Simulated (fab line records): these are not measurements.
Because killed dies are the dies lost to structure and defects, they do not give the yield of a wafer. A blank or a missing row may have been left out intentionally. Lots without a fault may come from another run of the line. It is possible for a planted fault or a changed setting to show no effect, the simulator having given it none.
One fault through the eyes of 3 desks / flow n5-finfet / numbers are kept per desk, each desk with only its own; the story behind them comes last

## AT THE METROLOGY DESK
What the gauges read for every lot (on any tool): the sampled wafers with a number, averaged. Any lot whose mean is over 4 standard deviations away from the usual mean is out of limits and marked OUT; that distance is given in the brackets.
Columns: A = cd-nm at N5_DUMMY_GATE_CD_MEAS_24, usual 15.3 nm; B = cd-nm at N5_SD_EPI_N_CD_MEAS_09, usual 120.1 nm; C = SD_N_BLK_OVL at N5_SD_EPI_N_OVL_MEAS_10, usual 0.0 nm
lot=L934; first seen here=day 3 06:04; A=15.4; B=119.9; C=-0.2
lot=L937; first seen here=day 3 23:04; A=15.8; B=120.7; C=0.0
lot=L948; first seen here=day 6 18:21; A=15.5; B=121.4; C=0.7
lot=L954; first seen here=day 8 06:01; A=14.9; B=118.7; C=1.2
lot=L955; first seen here=day 8 10:29; A=15.8; B=118.8; C=-0.9
This desk's finding: nothing out of limits on any of the 5 lots.

## THE DEFECT DESK
Lot by lot, what the route's inspections counted, given as the mean of those sampled wafers with a number. Any lot whose mean is over 4 standard deviations away from the usual mean is out of limits and marked OUT; that distance is given in the brackets.
Columns: A = raw-defect-count at N5_DUMMY_GATE_INSPECT_27, usual 328; B = raw-defect-count at N5_SPACER0_INSPECT_04, usual 150; C = raw-defect-count at N5_SD_EPI_N_INSPECT_11, usual 2.0
lot=L934; first seen here=day 3 06:26; A=317; B=150; C=2.0
lot=L937; first seen here=day 3 23:21; A=318; B=134; C=2.5
lot=L948; first seen here=day 6 18:38; A=257; B=126; C=1.7
lot=L954; first seen here=day 8 06:29; A=279; B=139; C=3.7
lot=L955; first seen here=day 8 10:49; A=229; B=102; C=2.3
This desk's finding: nothing out of limits on any of the 5 lots.

## DESK OF THE TOOL OWNER: ald-sin-01
The tool's own readings at N5_SPACER0_ALD_00 (deposits SiOCN, target thk 3.5 nm, pulse time 3 s, purge time 2 s): means of the sampled wafers that have a number, for each lot that ran on this tool. Any lot whose mean is over 4 standard deviations away from the usual mean is out of limits and marked OUT; that distance is given in the brackets.
Columns: A = heater-power-w at N5_SPACER0_ALD_00, usual 803 W; B = precursor-pulse-height-rel at N5_SPACER0_ALD_00, usual 1.001
lot=L934; first seen here=day 3 06:37; A=816; B=1.010
lot=L937; first seen here=day 3 23:32; A=830; B=1.005
lot=L954; first seen here=day 8 06:40; A=821; B=1.006
lot=L955; first seen here=day 8 12:30; A=780; B=0.994
This desk's finding: nothing out of limits on any of the 4 lots.

## ALL TOGETHER
At the metrology desk, nothing out of limits was observed.
No out-of-limits result turned up at the defect desk.
Nothing out of limits was seen by the tool owner's desk.

## WHAT THE SIMULATOR HAD PUT IN
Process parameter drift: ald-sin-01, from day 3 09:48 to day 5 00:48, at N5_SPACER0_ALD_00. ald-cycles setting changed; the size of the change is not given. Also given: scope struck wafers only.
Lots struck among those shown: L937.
